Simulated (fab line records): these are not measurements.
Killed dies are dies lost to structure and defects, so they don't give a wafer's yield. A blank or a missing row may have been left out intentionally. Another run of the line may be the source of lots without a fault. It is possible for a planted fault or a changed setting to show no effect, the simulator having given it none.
Chamber matching	flow n5 finfet	4 sister chambers for N5_SD_EPI_N_ETCHBACK_44 on rie diel-02
The step etches SiNx in CH3F/O2, stops on SiO2, target depth 14.5 nm. 8 wafers are shown with their chamber, then 7 later ones without.

## WAFERS WITH THEIR CHAMBER
wafer	chamber	showerhead plenum p Torr (Torr)	throttle valve pct (%)
L076.4	2	1.93	16.34
L079.1	2	1.93	16.35
L079.3	0	2.04	16.09
L080.4	0	2.04	16.10
L081.2	3	2.08	16.13
L081.6	3	2.08	16.13
L082.1	1	1.90	16.38
L082.4	1	1.89	16.38

## WAFERS WITH NO CHAMBER GIVEN
wafer	showerhead plenum p Torr (Torr)	throttle valve pct (%)
L082.5	2.08	16.11
L084.1	2.04	16.12
L084.3	1.93	16.36
L084.4	2.08	16.13
L094.1	1.92	16.42
L094.3	2.03	16.15
L094.5	1.89	16.44

## WHICH CHAMBER EACH WENT THROUGH
wafer	from the rows above	in truth
L082.5	3	3
L084.1	0	0
L084.3	2	2
L084.4	3	3
L094.1	1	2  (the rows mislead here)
L094.3	0	0
L094.5	1	1
Placed correctly: 6 of 7. Can't be placed from these rows: 0. Wrongly placed: 1.
How it was worked out, from the rows above alone: a wafer's distance from a chamber is the root of the sum, over the readings, of the square of ((its reading less the chamber's mean) divided by the reading's scatter). If the next closest chamber is less than 2 further off than the closest, the wafer can't be placed; otherwise it belongs to the closest. The mean given for a chamber averages the wafers shown for that chamber. The scatter: the root of (the sum of the squares of (reading less its chamber's mean) over the shown wafers, divided by (wafers less chambers)).
